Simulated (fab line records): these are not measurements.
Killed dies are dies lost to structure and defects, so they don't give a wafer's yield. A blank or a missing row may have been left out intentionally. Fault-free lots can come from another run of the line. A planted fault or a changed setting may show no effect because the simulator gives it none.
Which tool did it? ; flow n5 finfet ; Sampling: 12 lots, 36 wafers, 2 of 1938 route steps

== WHAT THE GAUGES READ, wafer by wafer ==
N5_BEOL_M5_OVL_MEAS_12.
lot;measured;on;M5_OVL (nm)
L074;day 8 20:59;overlay-02;0.5 0.1 0.8
L077;day 9 08:01;overlay-02;1.4 -0.8 0.0
L079;day 9 22:13;overlay-01;0.5 0.0 0.4
L081;day 10 23:02;overlay-01;-0.2 0.6 0.0
L084;day 11 08:40;overlay-01;-0.1 0.9 0.9
L085;day 11 12:10;overlay-02;-1.3 -0.7 -0.7
L088;day 12 21:21;overlay-02;0.4 0.5 1.8
L091;day 13 01:19;overlay-02;0.8 -0.3 -0.7
L092;day 14 02:10;overlay-01;2.0 0.1 1.3
L093;day 14 08:43;overlay-01;-0.6 0.6 1.0
L095;day 14 21:49;overlay-02;0.3 -0.5 -0.6
L097;day 15 07:14;overlay-02;-0.1 0.0 0.5

== TOOL THAT RAN EACH LOT (tool first, then ch and the chambers of the sampled wafers, then the start) ==
lot;N5_BEOL_M5_CURE_79
L074;uv cure-02 ch 2, day 8 19:59
L077;uv cure-02 ch 1, day 9 05:20
L079;uv cure-03 ch 1, day 9 20:17
L081;uv cure-03 ch 0, day 10 22:05
L084;uv cure-03 ch 0, day 11 07:18
L085;uv cure-02 ch 1, day 11 11:05
L088;uv cure-02 ch 2, day 12 17:43
L091;uv cure-01 ch 2, day 12 23:50
L092;uv cure-02 ch 0, day 13 23:52
L093;uv cure-02 ch 1, day 14 06:46
L095;uv cure-01 ch 1, day 14 20:02
L097;uv cure-03 ch 0, day 15 05:53
- N5_BEOL_M5_CURE_79: cures SiCOH lowk, time 240 s.

== THE ANSWER, worked out from the rows above alone ==
Rule: the usual values come from the lots themselves. The widest of any qualifying gaps counts: lots, ordered by their means at a reading, are off when they make up no more than a third of the lots, leave a main group of 4 or more, and stand apart from it by 3 or more times the standard deviation of that group's means. The tables above print the reading to a certain number of digits; a main group whose means all agree to those digits is not used. Also off: a lot with no number at a reading for which 4 or more lots have one. The other lots that the step has rows for count as sound.
No lot is off on any of the readings shown, so nothing can be concluded from this.

== WHAT THE SIMULATOR HAD PUT IN ==
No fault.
